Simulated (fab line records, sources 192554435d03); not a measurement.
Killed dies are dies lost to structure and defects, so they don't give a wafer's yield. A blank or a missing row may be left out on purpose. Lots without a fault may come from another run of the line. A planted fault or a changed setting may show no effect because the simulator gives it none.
fab line records | flow n5_finfet
record lots=5 wafers=15 last_day=19
route steps=1938 shown BEOL_M9@1452 BEOL_M10@1470
lots that met no fault: from a run of the same line without faults
start_h: hours from the record's first day to the start of the lot's first wafer shown | wait_h: hours since the lot's step before | " the same as in the row above | L1.1+2: a row that stands for several wafers | - no value, or no start given | * or withheld: withheld | < > ~ a bound
route shown NAME@n: a module of which the file shows steps, and the number in the route of the first | usual: mean/standard deviation of fault-free wafers | same: alike in all rows | chamber/n: place in a boat | sites: the reading at each site | _std_site: their standard deviation | _edge_site: outer sites' mean less inner sites' | radius_mm: how far each site lies from the wafer's centre | mask NAME#n: copy n | behind: the tool/chamber that last shaped the wafer | hold: why the lot was held/for how many hours/how that ended | device: the transistor (n, p or np) that didn't switch | end of line: the same wafers' tests at the end of the route | a step without rows: its recipe alone | killed: dies lost to structure and defects at the first sort, not the wafer's yield | map: a wafer's dies, x killed, . not, _ none there
set.NAME: the setting as run; set.NAME@STEP: as run at that earlier step | model.NAME: the simulator's own value behind a step, which no gauge read
lots at some steps of the route; a table a step, a row a wafer
services: from which hour (start_h, from the record's first day; less than 0 if before it) a tool's chamber was out of use, for how many hours, and why
## steps
# step N5_BEOL_M9_PRECLEAN_42
# recipe chemistry=residue_remover time_s=60 temp_c=40
# usual bath_guard_temp_C=40.2/0.45
# columns lot.wafer tool chamber start_h wait_h bath_guard_temp_C
L076.1 wet_bench-04 1 256.44 0.0 40.1
L076.4 " 5 " " 39.7
L076.6 " 2 " " 40.7
L086.1 wet_bench-04 2 324.47 0.0 40.5
L086.3 " 5 " " 39.9
L086.6 " 6 " " 40.1
L092.1 wet_bench-04 6 362.27 0.0 40.1
L092.4 " 2 " " 40.3
L092.6 " 5 " " 40.2
L096.2 wet_bench-06 6 371.44 0.0 39.9
L096.5 " 5 " " 40.5
L096.6 " 2 " " 41.3
L097.2 wet_bench-05 2 390.72 0.0 40.5
L097.4 " 3 " " 39.7
L097.5 " 0 " " 39.6
# step N5_BEOL_M9_SRD_43
# recipe time_s=30 temp_c=23 rinse_liquid=diw dry=ipa_marangoni
# columns lot.wafer tool chamber start_h wait_h
L076.1+4+6 wet_bench-04 1,5,2 256.45 0.0
L086.1+3+6 wet_bench-04 2,5,6 324.49 0.0
L092.1+4+6 wet_bench-04 6,2,5 362.29 0.0
L096.2+5+6 wet_bench-06 6,5,2 371.46 0.0
L097.2+4+5 wet_bench-05 2,3,0 390.74 0.0
# step N5_BEOL_M9_CD_MEAS_35
# recipe target_cd_nm=70 target_cd_y_nm=40 polarity=opening
# usual cd_nm=69.7/0.67
# columns lot.wafer tool chamber start_h wait_h cd_nm
L076.1 cd_sem-01 - 256.49 0.0 70.1
L076.4 " - " " 69.3
L076.6 " - " " 69.6
L086.1 cd_sem-02 - 324.53 0.0 69.6
L086.3 " - " " 68.1
L086.6 " - " " 69.0
L092.1 cd_sem-01 - 362.33 0.0 69.7
L092.4 " - " " 70.2
L092.6 " - " " 70.3
L096.2 cd_sem-02 - 371.50 0.0 69.7
L096.5 " - " " 69.5
L096.6 " - " " 69.6
L097.2 cd_sem-01 - 390.78 0.0 68.8
L097.4 " - " " 69.6
L097.5 " - " " 69.8
# step N5_BEOL_M9_CURE_72
# recipe temp_c=370 time_s=120 ambient=DMADMS/He material=SiCOH_lowk
# usual lamp_power_pct=52.32/0.056 wafer_temp_C_max=371.4/0.49
# columns lot.wafer tool chamber start_h wait_h lamp_power_pct wafer_temp_C_max
L076.1 uv_cure-01 0 256.54 0.0 52.31 372.2
L076.4 " 0 " " 52.30 372.1
L076.6 " 0 " " 52.32 371.5
L086.1 uv_cure-03 1 324.57 0.0 52.31 370.7
L086.3 " 1 " " 52.35 371.6
L086.6 " 1 " " 52.24 370.7
L092.1 uv_cure-03 2 362.37 0.0 52.32 372.1
L092.4 " 2 " " 52.40 371.7
L092.6 " 2 " " 52.39 372.1
L096.2 uv_cure-01 0 371.77 0.3 52.23 372.4
L096.5 " 0 " " 52.33 371.8
L096.6 " 0 " " 52.25 371.3
L097.2 uv_cure-01 2 390.87 0.1 52.34 371.5
L097.4 " 2 " " 52.40 371.8
L097.5 " 2 " " 52.35 371.9
# step N5_BEOL_M9_DEGAS_44
# recipe ambient=vacuum temp_c=250 time_s=60
# usual heater_power_w=318/37
# columns lot.wafer tool chamber start_h wait_h heater_power_w
L076.1 pvd_sputter-01 - 257.55 1.0 270
L076.4 " - " " 388
L076.6 " - " " 360
L086.1 pvd_sputter-02 - 325.27 0.6 321
L086.3 " - " " 348
L086.6 " - " " 310
L092.1 pvd_sputter-03 - 362.73 0.3 341
L092.4 " - " " 298
L092.6 " - " " 325
L096.2 pvd_sputter-01 - 372.52 0.7 297
L096.5 " - " " 303
L096.6 " - " " 359
L097.2 pvd_sputter-03 - 391.25 0.3 327
L097.4 " - " " 302
L097.5 " - " " 338
# step N5_BEOL_M9_PRE_CLEAN_45
# recipe gas=H2/He time_s=30 temp_c=250
# usual heater_power_w=318/36
# columns lot.wafer tool chamber start_h wait_h heater_power_w
L076.1 pvd_sputter-01 - 257.59 0.0 267
L076.4 " - " " 377
L076.6 " - " " 355
L086.1 pvd_sputter-02 - 325.31 0.0 317
L086.3 " - " " 355
L086.6 " - " " 315
L092.1 pvd_sputter-03 - 362.77 0.0 335
L092.4 " - " " 300
L092.6 " - " " 317
L096.2 pvd_sputter-01 - 372.56 0.0 292
L096.5 " - " " 302
L096.6 " - " " 360
L097.2 pvd_sputter-03 - 391.29 0.0 332
L097.4 " - " " 303
L097.5 " - " " 333
# step N5_BEOL_M9_ALD_74
# recipe material=TaN target_thk_a=20 temp_c=275 ald_precursor_family=PDMAT ald_co_reactant=NH3 pressure_torr=3 carrier_flow_sccm=1500 pulse_time_s=2 purge_time_s=3 co_reactant_purge_time_s=2 co_reactant_pulse_time_s=3 ald_cycles=40 precursor_vessel_temp_c=75 precursor_vessel_pressure_torr=26.25 precursor_vessel_carrier_sccm=1000
# usual heater_power_w=394/40 mfc_carrier_sccm=1500/4.7
# columns lot.wafer tool chamber start_h wait_h heater_power_w mfc_carrier_sccm since_wet_clean_h
L076.1 ald_metal-03 0 257.65 0.0 361 1496 4536
L076.4 " 2 " " 442 1496 4536
L076.6 " 0 " " 359 1496 -
L086.1 ald_metal-04 2 325.59 0.3 429 1498 3065
L086.3 " 3 " " 381 1497 3065
L086.6 " 2 " " 422 1504 -
L092.1 ald_metal-03 3 362.83 0.0 413 1497 4641
L092.4 " 1 " " 449 1506 4641
L092.6 " 2 " " 447 1496 -
L096.2 ald_metal-03 3 372.73 0.1 407 1499 4651
L096.5 " 2 " " 446 1503 -
L096.6 " 1 " " 454 1496 -
L097.2 ald_metal-03 1 391.43 0.1 450 1502 4670
L097.4 " 2 " " 453 1499 4670
L097.5 " 3 " " 412 1496 -
# step N5_BEOL_M9_SURFACE_TREAT_79
# recipe gas=Ar time_s=* ion_energy_ev=* ion_current_ma_cm2=0.5 pressure_mtorr=* ar_flow_sccm=30
# usual throttle_valve_pct=*
# columns lot.wafer tool chamber start_h wait_h throttle_valve_pct
L076.1 pvd_sputter-01 - 258.03 0.2 *
L076.4 " - " " *
L076.6 " - " " *
L086.1 pvd_sputter-02 - 325.91 0.2 *
L086.3 " - " " *
L086.6 " - " " *
L092.1 pvd_sputter-03 - 363.35 0.4 *
L092.4 " - " " *
L092.6 " - " " *
L096.2 pvd_sputter-01 - 373.01 0.2 *
L096.5 " - " " *
L096.6 " - " " *
L097.2 pvd_sputter-01 - 391.77 0.2 *
L097.4 " - " " *
L097.5 " - " " *
# step N5_BEOL_M9_CVD_78
# recipe material=Co target_thk_a=20 temp_c=withheld precursor=CCTBA/H2 pressure_torr=30 time_s=138.9
# columns lot.wafer tool chamber start_h wait_h since_wet_clean_h
L076.1 cvd_co-02 2 258.09 0.0 340
L076.4 " 0 " " -
L076.6 " 1 " " -
L086.1 cvd_co-02 0 325.97 0.0 867
L086.3 " 1 " " 1305
L086.6 " 0 " " -
L092.1 cvd_co-01 2 363.55 0.2 646
L092.4 " 1 " " -
L092.6 " 0 " " -
L096.2 cvd_co-01 1 373.07 0.0 236
L096.5 " 1 " " -
L096.6 " 0 " " -
L097.2 cvd_co-01 0 391.85 0.1 1152
L097.4 " 0 " " -
L097.5 " 2 " " -
# step N5_BEOL_M9_SPUTTER_48
# recipe material=Cu target_thk_a=120 temp_c=-20 bias_v=60 power_w=26000 chamber_pressure_pa=0.13 time_s=2
# usual throttle_valve_pct=30.1/1.5
# columns lot.wafer tool chamber start_h wait_h throttle_valve_pct
L076.1 pvd_sputter-01 - 258.20 0.1 31.5
L076.4 " - " " 29.2
L076.6 " - " " 33.3
L086.1 pvd_sputter-03 - 326.10 0.1 28.0
L086.3 " - " " 30.5
L086.6 " - " " 28.1
L092.1 pvd_sputter-03 - 363.71 0.1 28.1
L092.4 " - " " 28.2
L092.6 " - " " 28.3
L096.2 pvd_sputter-02 - 373.18 0.1 30.2
L096.5 " - " " 29.8
L096.6 " - " " 30.3
L097.2 pvd_sputter-01 - 392.13 0.2 31.1
L097.4 " - " " 30.6
L097.5 " - " " 29.1
# step N5_BEOL_M9_ECD_50
# recipe material=Cu target_thk_a=3180
# columns lot.wafer tool chamber start_h wait_h
L076.1+4+6 ecd_cu-02 1,0,1 258.32 0.1
L086.1+3+6 ecd_cu-01 1,0,0 326.22 0.1
L092.1+4+6 ecd_cu-01 0,1,0 363.82 0.1
L096.2+5+6 ecd_cu-02 1,0,1 373.30 0.1
L097.2+4+5 ecd_cu-02 0 392.24 0.1
# step N5_BEOL_M9_ANNEAL_51
# recipe temp_c=225 time_s=90 ambient=N2
# usual wafer_temp_C_max=225.83/0.27
# columns lot.wafer tool chamber start_h wait_h wafer_temp_C_max
L076.1 rtp_anneal-02 0 258.43 0.1 225.54
L076.4 " 0 " " 226.15
L076.6 " 0 " " 225.76
L086.1 rtp_anneal-02 0 326.39 0.1 226.08
L086.3 " 0 " " 225.99
L086.6 " 0 " " 226.16
L092.1 rtp_anneal-02 0 364.53 0.7 225.87
L092.4 " 0 " " 226.11
L092.6 " 0 " " 225.99
L096.2 rtp_anneal-02 0 373.61 0.3 225.58
L096.5 " 0 " " 226.15
L096.6 " 0 " " 225.67
L097.2 rtp_anneal-01 0 392.47 0.2 225.52
L097.4 " 0 " " 225.85
L097.5 " 0 " " 225.77
# step N5_BEOL_M9_CMP_52
# recipe stop_on=SiCOH_lowk t_overpolish_s=7 down_force_psi=1 platen_rpm=50 clearing_platen_down_force_psi=1.5 clearing_platen_rpm=50 post_cmp_clean=cu_alkaline target_thk_nm=140 clearing_platen_pad_velocity_m_s=0.99484 pad_velocity_m_s=0.99484
# usual barrier_field_endpoint_s=28.7/0.76 clearing_platen_rpm=49.995/0.026 edge_zone_pressure_frac=1.001/0.0044 head_pressure_psi=1.0000/0.0024 motor_current_A=5.9/0.54 overpolish_run_s=7.001/0.0099 time_to_endpoint_s=64/3.4
# columns lot.wafer tool chamber start_h wait_h barrier_field_endpoint_s clearing_platen_rpm edge_zone_pressure_frac head_pressure_psi motor_current_A overpolish_run_s time_to_endpoint_s
L076.1 cmp-02 0 258.72 0.3 28.4 49.970 0.998 0.9992 6.5 7.007 67
L076.4 " 2 " " 28.8 49.999 1.004 0.9967 6.6 7.014 65
L076.6 " 0 " " 28.1 50.004 0.996 1.0026 6.7 7.013 61
L086.1 cmp-03 0 326.72 0.3 29.4 50.007 1.003 0.9981 5.2 6.998 62
L086.3 " 1 " " 29.4 50.008 1.000 1.0052 5.3 6.986 64
L086.6 " 3 " " 29.2 50.055 1.001 0.9980 5.6 6.996 67
L092.4 cmp-02 0 364.86 0.2 28.8 50.026 0.997 1.0004 7.1 6.993 64
L092.1 " 2 " " 28.7 50.013 1.009 0.9960 6.2 7.016 67
L092.6 " 0 " " 29.0 49.985 0.994 1.0013 7.2 6.996 63
L096.2 cmp-01 2 373.98 0.3 27.8 49.978 1.005 1.0050 6.5 7.007 62
L096.6 " 3 " " 28.9 50.023 0.999 0.9991 5.5 7.005 66
L096.5 " 0 " " 28.4 49.988 0.995 1.0004 6.0 6.987 65
L097.2 cmp-01 1 392.81 0.3 30.3 49.954 0.997 0.9987 6.2 7.019 68
L097.4 " 2 " " 28.3 50.040 0.995 1.0001 6.8 6.992 60
L097.5 " 3 " " 29.6 49.934 1.002 1.0000 5.4 6.990 64
# step N5_BEOL_M9_THK_MEAS_53
# recipe thk_meas_gauge=xrf reads=Cu_of_BEOL_M9_ECD_50
# usual M9_THK=139/3.7
# columns lot.wafer tool chamber start_h wait_h M9_THK[nm]
L076.1 film_metro-02 - 259.02 - 143
L076.4 " - " " 142
L076.6 " - " " 135
L086.1 film_metro-01 - 326.98 - 141
L086.3 " - " " 139
L086.6 " - " " 140
L092.1 film_metro-01 - 365.12 - 145
L092.4 " - " " 141
L092.6 " - " " 141
L096.2 film_metro-02 - 374.17 - 139
L096.5 " - " " 141
L096.6 " - " " 139
L097.2 film_metro-02 - 393.03 - 142
L097.4 " - " " 146
L097.5 " - " " 142
# step N5_BEOL_M9_PRE_CLEAN_55
# recipe gas=NH3 time_s=15 temp_c=withheld rf_power_w=300
# columns lot.wafer tool chamber start_h wait_h since_wet_clean_h
L076.1 pecvd-03 0 259.06 0.0 1144
L076.4 " 2 " " -
L076.6 " 1 " " -
L086.1 pecvd-03 2 327.02 0.0 458
L086.3 " 1 " " 1937
L086.6 " 1 " " -
L092.1 pecvd-03 2 365.16 0.0 496
L092.4 " 2 " " -
L092.6 " 1 " " -
L096.2 pecvd-03 1 374.20 0.0 1984
L096.5 " 1 " " -
L096.6 " 0 " " -
L097.2 pecvd-03 1 393.07 0.0 2003
L097.4 " 0 " " -
L097.5 " 1 " " -
# step N5_BEOL_M9_DEP_56
# recipe material=SiCN target_thk_a=150 temp_c=withheld precursor=3MS/NH3 pressure_torr=3 rf_w=202 time_s=26.5
# usual showerhead_plenum_p_Torr=3.666/0.011 throttle_valve_pct=9.3/0.74
# columns lot.wafer tool chamber start_h wait_h showerhead_plenum_p_Torr since_wet_clean_h throttle_valve_pct
L076.1 pecvd-03 0 259.08 0.0 3.674 1144 10.4
L076.4 " 2 " " 3.669 - 8.7
L076.6 " 1 " " 3.659 - 9.8
L086.1 pecvd-03 2 327.04 0.0 3.675 458 8.5
L086.3 " 1 " " 3.654 1937 10.0
L086.6 " 1 " " 3.662 - 10.2
L092.1 pecvd-03 2 365.18 0.0 3.669 496 8.2
L092.4 " 2 " " 3.676 - 8.6
L092.6 " 1 " " 3.665 - 10.1
L096.2 pecvd-03 1 374.23 0.0 3.663 1984 10.0
L096.5 " 1 " " 3.662 - 10.1
L096.6 " 0 " " 3.680 - 10.3
L097.2 pecvd-03 1 393.09 0.0 3.660 2003 9.7
L097.4 " 0 " " 3.672 - 10.1
L097.5 " 1 " " 3.665 - 9.8
# step N5_BEOL_M9_RS_MEAS_57
# recipe thk_meas_gauge=four-point-probe reads=Cu_of_BEOL_M9_ECD_50+Co_of_BEOL_M9_CVD_78+TaN_of_BEOL_M9_ALD_74
# usual M9_RS=0.152/0.0044
# columns lot.wafer tool chamber start_h wait_h M9_RS[ohm/sq]
L076.1 film_metro-01 - 259.15 0.1 0.148
L076.4 " - " " 0.148
L076.6 " - " " 0.156
L086.1 film_metro-01 - 327.11 0.1 0.149
L086.3 " - " " 0.152
L086.6 " - " " 0.150
L092.1 film_metro-02 - 365.25 0.1 0.145
L092.4 " - " " 0.151
L092.6 " - " " 0.151
L096.2 film_metro-02 - 374.30 0.1 0.153
L096.5 " - " " 0.150
L096.6 " - " " 0.153
L097.2 film_metro-02 - 393.17 0.1 0.149
L097.4 " - " " 0.145
L097.5 " - " " 0.149
# step N5_BEOL_M9_INSPECT_58
# recipe inspect_instrument=darkfield mode=post_dep
# usual raw_defect_count=76/27
# columns lot.wafer tool chamber start_h wait_h raw_defect_count
L076.1 defect_inspect-02 - 259.18 0.0 65
L076.4 " - " " 41
L076.6 " - " " 48
L086.1 defect_inspect-01 - 327.14 0.0 82
L086.3 " - " " 131
L086.6 " - " " 115
L092.1 defect_inspect-01 - 365.28 0.0 55
L092.4 " - " " 79
L092.6 " - " " 78
L096.2 defect_inspect-01 - 374.33 0.0 61
L096.5 " - " " 66
L096.6 " - " " 66
L097.2 defect_inspect-01 - 393.19 0.0 64
L097.4 " - " " 69
L097.5 " - " " 68
# step N5_BEOL_M10_ILD_DEP_00
# recipe material=SiCOH_lowk target_thk_a=3085.1 temp_c=300 precursor=DEMS/porogen pressure_torr=5 rf_w=500 time_s=58
# usual heater_power_w=294/31 showerhead_plenum_p_Torr=5.739/0.018 throttle_valve_pct=13.7/0.79
# columns lot.wafer tool chamber start_h wait_h heater_power_w showerhead_plenum_p_Torr since_wet_clean_h throttle_valve_pct
L076.1 pecvd-01 1 259.22 0.0 258 5.729 1507 13.1
L076.4 " 0 " " 276 5.748 - 13.7
L076.6 " 2 " " 275 5.750 - 12.8
L086.1 pecvd-02 0 327.18 0.0 280 5.751 1031 14.7
L086.3 " 2 " " 320 5.710 277 13.5
L086.6 " 0 " " 290 5.758 - 14.7
L092.1 pecvd-02 0 365.32 0.0 285 5.753 1069 14.7
L092.4 " 2 " " 310 5.714 - 13.4
L092.6 " 0 " " 294 5.746 - 14.7
L096.2 pecvd-04 0 374.36 0.0 350 5.739 1441 13.7
L096.5 " 1 " " 226 5.735 - 14.4
L096.6 " 0 " " 358 5.742 - 13.8
L097.2 pecvd-02 1 393.23 0.0 289 5.718 1822 15.1
L097.4 " 1 " " 312 5.733 - 15.1
L097.5 " 2 " " 331 5.714 - 13.7
# step N5_BEOL_M10_CURE_71
# recipe temp_c=385 time_s=240 ambient=He/Ar material=SiCOH_lowk
# usual lamp_power_pct=52.32/0.056 wafer_temp_C_max=386.7/0.55
# columns lot.wafer tool chamber start_h wait_h lamp_power_pct wafer_temp_C_max
L076.1 uv_cure-03 0 259.34 0.1 52.35 386.6
L076.4 " 0 " " 52.41 387.0
L076.6 " 0 " " 52.31 385.9
L086.1 uv_cure-02 2 327.26 0.0 52.15 386.6
L086.3 " 2 " " 52.33 387.1
L086.6 " 2 " " 52.48 386.5
L092.1 uv_cure-02 0 365.60 0.3 52.22 386.7
L092.4 " 0 " " 52.40 386.4
L092.6 " 0 " " 52.26 386.6
L096.2 uv_cure-03 0 374.72 0.3 52.38 386.6
L096.5 " 0 " " 52.29 386.3
L096.6 " 0 " " 52.28 386.4
L097.2 uv_cure-01 1 393.39 0.1 52.24 386.7
L097.4 " 1 " " 52.35 387.7
L097.5 " 1 " " 52.34 387.0
# step N5_BEOL_M10_THK_MEAS_01
# recipe reads=SiCOH_lowk_of_BEOL_M10_ILD_DEP_00
# usual M10_ILD_THK=267/3.5
# columns lot.wafer tool chamber start_h wait_h M10_ILD_THK[nm]
L076.1 film_metro-02 - 259.86 0.4 265
L076.4 " - " " 267
L076.6 " - " " 271
L086.1 film_metro-01 - 327.77 0.4 266
L086.3 " - " " 266
L086.6 " - " " 269
L092.1 film_metro-01 - 366.60 0.8 265
L092.4 " - " " 270
L092.6 " - " " 270
L096.2 film_metro-01 - 375.15 0.4 262
L096.5 " - " " 269
L096.6 " - " " 266
L097.2 film_metro-02 - 393.82 0.4 269
L097.4 " - " " 273
L097.5 " - " " 274
# step N5_BEOL_M10_PECVD_70
# recipe material=SiO2 target_thk_a=200 temp_c=400 precursor=TEOS/O2 pressure_torr=5.5 rf_w=450 teos_flow_sccm=53.8 gas=O2 flow_sccm=3000 time_s=22.7
# usual heater_power_w=693/54 showerhead_plenum_p_Torr=8.76/0.07 throttle_valve_pct=22.5/1.2
# columns lot.wafer tool chamber start_h wait_h heater_power_w showerhead_plenum_p_Torr since_wet_clean_h throttle_valve_pct
L076.1 pecvd-02 2 259.89 0.0 648 8.70 210 21.7
L076.4 " 0 " " 657 8.83 - 23.9
L076.6 " 1 " " 789 8.71 - 24.0
L086.1 pecvd-01 0 327.81 0.0 695 8.83 850 21.9
L086.3 " 1 " " 629 8.74 1575 20.9
L086.6 " 2 " " 676 8.85 - 20.1
L092.1 pecvd-04 2 366.63 0.0 669 8.66 678 21.5
L092.4 " 2 " " 645 8.65 - 21.7
L092.6 " 1 " " 611 8.78 - 23.4
L096.2 pecvd-01 2 375.19 0.0 651 8.85 144 20.7
L096.5 " 0 " " 645 8.85 - 21.9
L096.6 " 1 " " 694 8.76 - 20.8
L097.2 pecvd-04 0 393.86 0.0 771 8.80 1460 22.5
L097.4 " 0 " " 746 8.80 - 22.8
L097.5 " 2 " " 711 8.67 - 21.7
# step N5_BEOL_M10_HM_DEP_02
# recipe material=TiN target_thk_a=200 temp_c=25 chamber_pressure_pa=0.49996
# usual throttle_valve_pct=30.4/1.5
# columns lot.wafer tool chamber start_h wait_h throttle_valve_pct
L076.1 pvd_sputter-01 - 261.99 2.1 30.6
L076.4 " - " " 33.3
L076.6 " - " " 29.2
L086.1 pvd_sputter-01 - 329.56 1.7 31.4
L086.3 " - " " 30.4
L086.6 " - " " 30.4
L092.1 pvd_sputter-01 - 367.71 1.1 31.3
L092.4 " - " " 33.4
L092.6 " - " " 30.3
L096.2 pvd_sputter-02 - 378.20 3.0 31.0
L096.5 " - " " 28.0
L096.6 " - " " 30.2
L097.2 pvd_sputter-03 - 394.27 0.4 30.6
L097.4 " - " " 28.4
L097.5 " - " " 29.8
# step N5_BEOL_M10_COAT_59
# recipe resist=SOC temp_c=250 time_s=60 spin_rpm=1500 resist_thk_nm=100
# columns lot.wafer tool chamber start_h wait_h
L076.1+4+6 litho_track-04 0 262.13 0.1
L086.1+3+6 litho_track-04 0 329.68 0.1
L092.1+4+6 litho_track-01 0 367.83 0.1
L096.2+5+6 litho_track-05 0 378.34 0.1
L097.2+4+5 litho_track-04 0 394.40 0.1
# step N5_BEOL_M10_COAT_60
# recipe resist=SiARC temp_c=220 time_s=60 spin_rpm=1500 resist_thk_nm=30
# columns lot.wafer tool chamber start_h wait_h
L076.1+4+6 litho_track-04 0 - -
L086.1+3+6 litho_track-04 0 - -
L092.1+4+6 litho_track-01 0 - -
L096.2+5+6 litho_track-05 0 - -
L097.2+4+5 litho_track-04 0 - -
# step N5_BEOL_M10_COAT_05
# recipe resist=CAR-ArF spin_rpm=1500 resist_thk_nm=90
# columns lot.wafer tool chamber start_h wait_h
L076.1+4+6 litho_track-04 0 - -
L086.1+3+6 litho_track-04 0 - -
L092.1+4+6 litho_track-01 0 - -
L096.2+5+6 litho_track-05 0 - -
L097.2+4+5 litho_track-04 0 - -
# step N5_BEOL_M10_EBR_07
# recipe solvent=PGMEA ebr_width_mm=1.5
# columns lot.wafer tool chamber start_h wait_h
L076.1+4+6 litho_track-04 0 - -
L086.1+3+6 litho_track-04 0 - -
L092.1+4+6 litho_track-01 0 - -
L096.2+5+6 litho_track-05 0 - -
L097.2+4+5 litho_track-04 0 - -
# step N5_BEOL_M10_SOFTBAKE_06
# recipe temp_c=110 time_s=60 resist=CAR-ArF
# columns lot.wafer tool chamber start_h wait_h
L076.1+4+6 litho_track-04 0 - -
L086.1+3+6 litho_track-04 0 - -
L092.1+4+6 litho_track-01 0 - -
L096.2+5+6 litho_track-05 0 - -
L097.2+4+5 litho_track-04 0 - -
# step N5_BEOL_M10_EXPOSE_08
# recipe mask_id=M10 na=1.35 source_shape=dipole sigma_inner=0.411 sigma_outer=0.611 polarization=te dose_mj=53.75
# columns lot.wafer tool chamber start_h wait_h mask
L076.1+4+6 arfi_scanner-03 0 262.25 - M10#0
L086.1+3+6 arfi_scanner-02 0 329.93 - M10#0
L092.1+4+6 arfi_scanner-03 0 368.08 - M10#0
L096.2+5+6 arfi_scanner-03 0 378.75 - M10#0
L097.2+4+5 arfi_scanner-01 0 394.65 - M10#0
# step N5_BEOL_M10_PEB_09
# recipe peb_temp_c=withheld peb_time_s=60 resist=CAR-ArF
# columns lot.wafer tool chamber start_h wait_h
L076.1+4+6 litho_track-05 0 262.31 0.1
L086.1+3+6 litho_track-04 0 329.99 0.1
L092.1+4+6 litho_track-05 0 368.13 0.1
L096.2+5+6 litho_track-01 0 378.81 0.0
L097.2+4+5 litho_track-01 0 394.70 0.0
# step N5_BEOL_M10_DEVELOP_10
# recipe develop_time_s=30 developer=TMAH resist=CAR-ArF rinse_liquid=diw dry=air_spin dev_temp_c=23
# columns lot.wafer tool chamber start_h wait_h
L076.1+4+6 litho_track-05 0 - -
L086.1+3+6 litho_track-04 0 - -
L092.1+4+6 litho_track-05 0 - -
L096.2+5+6 litho_track-01 0 - -
L097.2+4+5 litho_track-01 0 - -
# step N5_BEOL_M10_CD_MEAS_11
# recipe target_cd_nm=64.1 landing_energy_ev=500 detector=se_inlens polarity=opening
# usual cd_nm=64.1/0.61
# columns lot.wafer tool chamber start_h wait_h cd_nm
L076.1 cd_sem-02 0 262.37 - 63.6
L076.4 " 0 " " 64.6
L076.6 " 0 " " 63.5
L086.1 cd_sem-01 0 330.05 - 64.4
L086.3 " 0 " " 64.9
L086.6 " 0 " " 65.2
L092.1 cd_sem-01 0 368.20 - 64.0
L092.4 " 0 " " 64.1
L092.6 " 0 " " 64.8
L096.2 cd_sem-02 0 378.87 - 63.7
L096.5 " 0 " " 63.4
L096.6 " 0 " " 64.2
L097.2 cd_sem-01 0 394.77 - 64.7
L097.4 " 0 " " 64.2
L097.5 " 0 " " 64.2
# step N5_BEOL_M10_OVL_MEAS_12
# recipe points_per_wafer=44
# usual M10_OVL=0.1/0.78
# same points_per_wafer=44
# columns lot.wafer tool chamber start_h wait_h M10_OVL[nm]
L076.1 overlay-01 0 262.40 0.0 1.1
L076.4 " 0 " " 0.5
L076.6 " 0 " " 0.1
L086.1 overlay-02 0 330.08 0.0 2.0
L086.3 " 0 " " 1.4
L086.6 " 0 " " -0.1
L092.1 overlay-02 0 368.23 0.0 0.0
L092.4 " 0 " " -0.4
L092.6 " 0 " " 0.0
L096.2 overlay-02 0 378.90 0.0 -0.2
L096.5 " 0 " " -0.5
L096.6 " 0 " " 0.0
L097.2 overlay-01 0 394.80 0.0 1.0
L097.4 " 0 " " 0.0
L097.5 " 0 " " -0.1
# step N5_BEOL_M10_INSPECT_13
# recipe mode=adi inspect_instrument=brightfield
# usual raw_defect_count=401/81
# columns lot.wafer tool chamber start_h wait_h raw_defect_count
L076.1 defect_inspect-02 - 262.43 0.0 530
L076.4 " - " " 438
L076.6 " - " " 302
L086.1 defect_inspect-01 - 330.11 0.0 456
L086.3 " - " " 442
L086.6 " - " " 428
L092.1 defect_inspect-01 - 368.26 0.0 588
L092.4 " - " " 524
L092.6 " - " " 367
L096.2 defect_inspect-01 - 378.93 0.0 390
L096.5 " - " " 380
L096.6 " - " " 332
L097.2 defect_inspect-02 - 394.82 0.0 244
L097.4 " - " " 380
L097.5 " - " " 369
# step N5_BEOL_M10_DESCUM_16
# recipe chemistry=O2 time_s=7.9 source_power_w=50 bias_power_w=20 pressure_mtorr=20 rf_frequency_hz=2.712e+07 temp_c=40 resist=CAR-ArF o2_flow_sccm=225
# usual drypump_motor_current_A=5.7/0.43 oes_product_au=0.82/0.063 rf_vpp_V=243.3/1.7 showerhead_plenum_p_Torr=2.11/0.1 throttle_valve_pct=20.45/0.24
# columns lot.wafer tool chamber start_h wait_h drypump_motor_current_A oes_product_au rf_hours_counter_h rf_vpp_V showerhead_plenum_p_Torr throttle_valve_pct
L076.1 rie_diel-05 2 263.14 0.7 5.7 0.81 88 244.5 2.22 20.48
L076.4 " 3 " " 5.5 0.92 13 243.0 2.14 20.42
L076.6 " 1 " " 5.6 0.86 - 241.9 2.03 20.29
L086.1 rie_diel-01 3 330.16 0.0 6.5 0.81 86 245.7 2.22 20.78
L086.3 " 2 " " 5.1 0.85 - 243.3 2.02 20.10
L086.6 " 3 " " 6.5 0.80 - 244.2 2.22 20.77
L092.1 rie_diel-05 1 368.33 0.1 5.5 0.80 81 242.3 2.02 20.31
L092.4 " 3 " " 5.5 0.85 46 244.6 2.13 20.45
L092.6 " 1 " " 5.6 0.80 - 243.4 2.02 20.33
L096.2 rie_diel-05 0 378.96 0.0 5.5 0.73 182 239.7 1.92 20.92
L096.5 " 1 " " 5.6 0.81 - 241.3 2.02 20.33
L096.6 " 0 " " 5.5 0.73 - 242.0 1.92 20.91
L097.2 rie_diel-05 0 394.86 0.0 5.5 0.72 190 240.9 1.92 20.92
L097.4 " 1 " " 5.6 0.79 91 241.7 2.02 20.36
L097.5 " 1 " " 5.6 0.79 - 242.6 2.02 20.34
## services
# columns tool chamber start_h hours kind
uv_cure-03 - 243.33 1.0 pm
rie_diel-05 - 266.94 15.6 pm
uv_cure-01 - 270.15 1.0 pm
ald_metal-03 - 272.17 0.7 repair
pecvd-01 1 292.97 3.6 repair
rie_diel-05 0 293.56 3.4 repair
arfi_scanner-03 - 295.54 0.8 pm
pecvd-01 - 297.04 28.1 pm
uv_cure-01 - 298.54 7.7 repair
arfi_scanner-03 - 307.40 3.4 repair
pecvd-03 - 331.36 0.6 repair
arfi_scanner-03 - 337.62 1.3 pm
arfi_scanner-03 - 339.04 4.9 pm
ald_metal-03 - 344.92 6.0 pm
wet_bench-04 - 345.69 7.7 repair
pvd_sputter-03 - 353.36 1.1 repair
pvd_sputter-03 - 355.01 3.2 repair
arfi_scanner-03 - 360.70 1.0 pm
uv_cure-03 - 364.37 2.1 pm
pecvd-02 - 376.57 1.0 repair
pecvd-01 - 377.41 1.3 repair
ecd_cu-02 - 378.19 6.2 repair
arfi_scanner-03 - 379.38 1.0 pm
rie_diel-05 2 381.55 8.7 repair
## key
fault none
